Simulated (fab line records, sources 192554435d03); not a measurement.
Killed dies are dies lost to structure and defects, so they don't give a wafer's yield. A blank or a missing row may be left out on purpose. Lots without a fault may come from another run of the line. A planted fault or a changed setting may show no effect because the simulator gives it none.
Split-lot experiment | flow n5_finfet | 7 lots, 39 wafers read, on a route of 1938 steps

THE SPLIT
At N5_STI_FIN_REVEAL_ETCHBACK_08 (etches SiO2 in C4F6/O2, target depth 30.5 nm, time 10.167 s), the setting target_depth_a was moved away from the recipe's 305 angstrom on 18 of the 39 wafers read, by -14.3% to +8.9%. The other wafers ran this setting at the recipe's value.

FROM THE SPLIT TO THE READING: what the file shows between them, 3 steps
- N5_STI_FIN_REVEAL_STRIP_24: strips in N2/H2, time 90 s
- N5_STI_FIN_REVEAL_PRECLEAN_25: cleans in SPM, time 90 s
- N5_STI_FIN_REVEAL_SRD_23: time 30 s

THE READING
trench_depth_nm, in nm, at N5_STI_FIN_REVEAL_FIN_H_MEAS_10. Fault-free wafers of this fab line usually give 52.1 nm, standard deviation 0.79 nm.

wafer  | tool, chamber at the split | target_depth_a as run, angstrom | against the recipe | trench_depth_nm, nm | against lot-mates on the recipe
L076.1 | rie_diel-04, 1,3,2         | 305                             | recipe             | 51.7                | -
L076.2 | rie_diel-04, 1,3,2         | 305                             | recipe             | 53.0                | -
L076.3 | rie_diel-04, 1,3,2         | 305                             | recipe             | 52.0                | -
L076.4 | rie_diel-04, 0,0,1         | 292.2                           | -4.2%              | 51.6                | -0.6
L076.5 | rie_diel-04, 0,0,1         | 292.2                           | -4.2%              | 51.8                | -0.4
L076.6 | rie_diel-04, 0,0,1         | 292.2                           | -4.2%              | 50.5                | -1.7
L077.1 | rie_diel-01, 2,3,0         | 261.4                           | -14.3%             | 47.0                | -4.5
L077.2 | rie_diel-01, 2,3,0         | 261.4                           | -14.3%             | 47.4                | -4.1
L077.3 | rie_diel-01, 1,1,2         | 305                             | recipe             | 51.3                | -
L077.4 | rie_diel-01, 2,3,0         | 261.4                           | -14.3%             | 48.1                | -3.4
L077.5 | rie_diel-01, 1,1,2         | 305                             | recipe             | 52.0                | -
L077.6 | rie_diel-01, 1,1,2         | 305                             | recipe             | 51.2                | -
L079.1 | rie_diel-05, 1,3,0         | 305                             | recipe             | 52.6                | -
L079.2 | rie_diel-05, 2,3,0         | 273.7                           | -10.3%             | 48.3                | -3.4
L079.3 | rie_diel-05, 1,3,0         | 305                             | recipe             | 50.8                | -
L079.4 | rie_diel-05, 1,3,0         | 305                             | recipe             | 51.7                | -
L079.5 | rie_diel-05, 2,3,0         | 273.7                           | -10.3%             | 47.9                | -3.8
L079.6 | rie_diel-05, 2,3,0         | 273.7                           | -10.3%             | 49.0                | -2.7
L080.1 | rie_diel-04, 0,1,1         | 332                             | +8.9%              | 55.8                | +2.4
L080.2 | rie_diel-04, 3,3,0         | 305                             | recipe             | 53.7                | -
L080.3 | rie_diel-04, 0,1,1         | 332                             | +8.9%              | 55.1                | +1.7
L080.4 | rie_diel-04, 3,3,0         | 305                             | recipe             | 53.4                | -
L080.5 | rie_diel-04, 0,1,1         | 332                             | +8.9%              | 54.9                | +1.5
L080.6 | rie_diel-04, 3,3,0         | 305                             | recipe             | 53.0                | -
L082.2 | rie_diel-05, 2,3,2         | 305                             | recipe             | 51.1                | -
L082.4 | rie_diel-05, 2,3,2         | 305                             | recipe             | 51.1                | -
L082.5 | rie_diel-05, 2,3,2         | 305                             | recipe             | 50.9                | -
L084.1 | rie_diel-05, 0,3,0         | 305                             | recipe             | 52.3                | -
L084.2 | rie_diel-05, 0,3,0         | 305                             | recipe             | 51.6                | -
L084.3 | rie_diel-05, 2,1,1         | 288.5                           | -5.4%              | 50.2                | -1.9
L084.4 | rie_diel-05, 2,1,1         | 288.5                           | -5.4%              | 50.5                | -1.6
L084.5 | rie_diel-05, 2,1,1         | 288.5                           | -5.4%              | 50.7                | -1.4
L084.6 | rie_diel-05, 0,3,0         | 305                             | recipe             | 52.5                | -
L088.1 | rie_diel-05, 0,2,2         | 305                             | recipe             | 52.7                | -
L088.2 | rie_diel-05, 1,3,3         | 269.8                           | -11.5%             | 50.0                | -2.2
L088.3 | rie_diel-05, 0,2,2         | 305                             | recipe             | 52.0                | -
L088.4 | rie_diel-05, 1,3,3         | 269.8                           | -11.5%             | 48.2                | -4.0
L088.5 | rie_diel-05, 1,3,3         | 269.8                           | -11.5%             | 48.1                | -4.1
L088.6 | rie_diel-05, 0,2,2         | 305                             | recipe             | 51.9                | -
Where a row lists several chambers, the file gives one row for several wafers and doesn't say which wafer went through which chamber.

THE FIT
A straight line over all 39 wafers: trench_depth_nm changes by +0.324 nm for each +1% of target_depth_a; r = +0.93; the points scatter about the line by 0.75 nm.
The same after taking each lot's own level away (the mean of its wafers on the recipe; 39 wafers): +0.276 nm for each +1%; r = +0.95; scatter 0.54 nm.
On that fit, the largest move of target_depth_a shifts the reading by 3.9 nm.
The lots' own levels span 51.03 to 53.37 nm, that is 3.0 times the standard deviation above.
So the lot-to-lot level changes the slope: the two fits differ.
Check: with one of the wafers moved furthest among these (-14.3%) left out of the fit, the line predicts -3.98 nm for it against its lot-mates. It came out at -4.5 nm against them.

OTHER SPLITS ON THESE WAFERS
These wafers also went through other splits before the reading. Each is held against what the fit with the lots' levels taken away leaves over:
other split on the same wafers    | wafers away from the commonest value | r with trench_depth_nm (lot level and that fit taken away)
N5_WELL_APT_IMPLANT_15 energy_kev | 18                                   | -0.06

THE FILE'S OWN FIT
trench_depth_nm changes by +0.282 nm for each +1% of target_depth_a, r = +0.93.
